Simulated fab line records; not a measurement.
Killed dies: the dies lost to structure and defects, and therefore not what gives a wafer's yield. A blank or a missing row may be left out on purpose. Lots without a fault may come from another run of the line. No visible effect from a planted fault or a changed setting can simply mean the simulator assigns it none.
Lot-split experiment + flow n5 finfet + 7 lots, 39 wafers read, on a route of 1938 steps

ON THE SPLIT
At N5_BEOL_M9_CVD_78 (deposits Co from CCTBA/H2, target thk 2 nm, time 138.9 s), the setting target thk a was moved away from the recipe's 20 angstrom on 15 of the 39 wafers read, by -48.9% to +49.6%. For the rest of the wafers, this setting stayed at what the recipe calls for.

The reading comes from the split's own step.

THE READING
Co_of_BEOL_M9_CVD_78.thk nm (the simulator's own value, which no gauge read), in nm, at N5_BEOL_M9_CVD_78 (deposits Co from CCTBA/H2, target thk 2 nm, time 138.9 s). There is no usual value for it anywhere in the file. Average 2.0 nm, standard deviation 0.12 nm, over the 24 wafers here run with the recipe.

| wafer  | tool, chamber at the split | target thk a as run, angstrom | against the recipe | Co_of_BEOL_M9_CVD_78.thk nm, nm | against lot-mates on the recipe |
|--------|----------------------------|-------------------------------|--------------------|---------------------------------|---------------------------------|
| L074.1 | cvd co-01, 2,0,2,0         | 20                            | recipe             | 2                               | -                               |
| L074.2 | cvd co-01, 2,0,2,0         | 20                            | recipe             | 2                               | -                               |
| L074.4 | cvd co-01, 2,0,2,0         | 20                            | recipe             | 2                               | -                               |
| L074.6 | cvd co-01, 2,0,2,0         | 20                            | recipe             | 2                               | -                               |
| L074.3 | cvd co-01, 1               | 20                            | recipe             | 1.8                             | -                               |
| L074.5 | cvd co-01, 1               | 20                            | recipe             | 1.8                             | -                               |
| L075.1 | cvd co-01, 1,1,2           | 20                            | recipe             | 2                               | -                               |
| L075.4 | cvd co-01, 1,1,2           | 20                            | recipe             | 2                               | -                               |
| L075.6 | cvd co-01, 1,1,2           | 20                            | recipe             | 2                               | -                               |
| L075.2 | cvd co-01, 0,2,0           | 10.22                         | -48.9%             | 1                               | -1.0                            |
| L075.3 | cvd co-01, 0,2,0           | 10.22                         | -48.9%             | 1                               | -1.0                            |
| L075.5 | cvd co-01, 0,2,0           | 10.22                         | -48.9%             | 1                               | -1.0                            |
| L085.1 | cvd co-02, 2,0             | 29.92                         | +49.6%             | 3                               | +1.1                            |
| L085.2 | cvd co-02, 2,0             | 29.92                         | +49.6%             | 3                               | +1.1                            |
| L085.3 | cvd co-02, 1               | 29.92                         | +49.6%             | 2.8                             | +0.9                            |
| L085.4 | cvd co-02, 0,2             | 20                            | recipe             | 2                               | -                               |
| L085.6 | cvd co-02, 0,2             | 20                            | recipe             | 2                               | -                               |
| L085.5 | cvd co-02, 1               | 20                            | recipe             | 1.8                             | -                               |
| L083.1 | cvd co-01, 0,2             | 20                            | recipe             | 2                               | -                               |
| L083.6 | cvd co-01, 0,2             | 20                            | recipe             | 2                               | -                               |
| L083.5 | cvd co-01, 0               | 20                            | recipe             | 2.2                             | -                               |
| L086.1 | cvd co-01, 1               | 16.03                         | -19.8%             | 1.6                             | -0.3                            |
| L086.2 | cvd co-01, 2               | 20                            | recipe             | 2                               | -                               |
| L086.3 | cvd co-01, 0,2             | 16.03                         | -19.8%             | 1.4                             | -0.5                            |
| L086.4 | cvd co-01, 0,2             | 16.03                         | -19.8%             | 1.4                             | -0.5                            |
| L086.5 | cvd co-01, 1,0             | 20                            | recipe             | 1.8                             | -                               |
| L086.6 | cvd co-01, 1,0             | 20                            | recipe             | 1.8                             | -                               |
| L088.1 | cvd co-01, 1,2             | 20                            | recipe             | 1.8                             | -                               |
| L088.5 | cvd co-01, 1,2             | 20                            | recipe             | 1.8                             | -                               |
| L088.2 | cvd co-01, 2,0             | 29.3                          | +46.5%             | 3                               | +1.1                            |
| L088.6 | cvd co-01, 2,0             | 29.3                          | +46.5%             | 3                               | +1.1                            |
| L088.3 | cvd co-01, 0               | 20                            | recipe             | 2                               | -                               |
| L088.4 | cvd co-01, 1               | 29.3                          | +46.5%             | 2.8                             | +0.9                            |
| L096.1 | cvd co-02, 2,2,0           | 23.59                         | +17.9%             | 2.4                             | +0.3                            |
| L096.3 | cvd co-02, 2,2,0           | 23.59                         | +17.9%             | 2.4                             | +0.3                            |
| L096.6 | cvd co-02, 2,2,0           | 23.59                         | +17.9%             | 2.4                             | +0.3                            |
| L096.2 | cvd co-02, 0,2             | 20                            | recipe             | 2.2                             | -                               |
| L096.5 | cvd co-02, 0,2             | 20                            | recipe             | 2.2                             | -                               |
| L096.4 | cvd co-02, 0               | 20                            | recipe             | 2                               | -                               |
The file does not say which wafer passed through which chamber wherever a row lists several chambers: such a row stands for several wafers.

THE FIT
A straight line over all 39 wafers: Co_of_BEOL_M9_CVD_78.thk nm changes by +0.0204 nm for each +1% of target thk a; r = +0.97; the points scatter about the line by 0.12 nm.
The same after taking each lot's own level away (the mean of its wafers on the recipe; 39 wafers): +0.0208 nm for each +1%; r = +0.98; scatter 0.095 nm.
Per that fit: largest target thk a move, reading shift of 1 nm.
Measured against the standard deviation above, the lots' own levels, which go from 1.87 to 2.13 nm, span 2.1 times it.
The two slopes agree, so the slope changes little with the lot-to-lot level.
Check: with one of the wafers moved furthest among these (+49.6%) left out of the fit, the line predicts +1.03 nm for it against its lot-mates. It came out at +1.07 nm against them.

THESE WAFERS: OTHER SPLITS
Other splits were also applied to these wafers ahead of the reading. Each is held against what the fit with the lots' levels taken away leaves over:
| other split on the same wafers            | wafers away from the commonest value | r with Co_of_BEOL_M9_CVD_78.thk nm (lot level and that fit taken away) |
|-------------------------------------------|--------------------------------------|------------------------------------------------------------------------|
| N5_GATE_CUT_ALD_22 ald cycles             | 12                                   | -0.04                                                                  |
| N5_BEOL_M0_SAQP_DEVELOP_13 develop time s | 18                                   | -0.01                                                                  |
| N5_BEOL_M3_TRENCH_ETCH_37 time s          | 18                                   | -0.31                                                                  |
| N5_BEOL_M4_TRENCH_ETCH_37 time s          | 9                                    | +0.02                                                                  |

FILE'S OWN FIT
Co_of_BEOL_M9_CVD_78.thk nm changes by +0.0208 nm for each +1% of target thk a, r = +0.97.
